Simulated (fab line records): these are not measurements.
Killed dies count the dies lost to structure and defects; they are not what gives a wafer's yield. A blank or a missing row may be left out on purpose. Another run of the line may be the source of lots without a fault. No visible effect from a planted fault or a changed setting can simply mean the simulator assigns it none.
Matching of chambers -- flow n5-finfet -- ald-metal-02 running N5_BEOL_M2_ALD_84: 4 sister chambers
The step deposits TaN, pulse time 2 s, purge time 3 s, co reactant purge time 2 s. 8 wafers are shown with their chamber, then 8 later ones without.

EACH WAFER AND ITS CHAMBER
wafer,chamber,heater-power-w (W),susceptor-temp-C (C)
L074.5,1,457,274.94
L075.3,1,449,275.07
L078.2,3,349,275.22
L081.6,2,393,275.12
L083.2,3,367,275.08
L083.3,2,403,275.05
L083.4,0,407,274.83
L093.1,0,413,274.93

WAFERS MISSING THEIR CHAMBER
wafer,heater-power-w (W),susceptor-temp-C (C)
L093.2,455,275.07
L093.5,451,275.18
L094.1,407,274.98
L094.3,462,274.95
L094.5,388,275.20
L096.3,398,275.01
L096.5,401,274.75
L096.6,369,275.13

EACH ONE'S CHAMBER
wafer,from the rows above,in truth
L093.2,1,1
L093.5,1,1
L094.1,can't be placed: 0 or 2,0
L094.3,1,1
L094.5,can't be placed: 2 or 3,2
L096.3,can't be placed: 2 or 0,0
L096.5,0,0
L096.6,3,3
Placed correctly: 5 of 8. From these rows, 3 cannot be placed; in 3 the true chamber is one of the candidates. Wrongly placed: 0.
How it was worked out, from the rows above alone: a wafer's distance from a chamber is the root of the sum, over the readings, of the square of ((its reading less the chamber's mean) divided by the reading's scatter). The wafer belongs to the nearest chamber; if the next one is less than 2 further off, it can't be placed. A chamber's mean is the mean of its shown wafers. How the scatter is found: for the shown wafers, subtract from each reading the mean of its chamber, square and add these, divide the total by (wafers less chambers), then take the root.
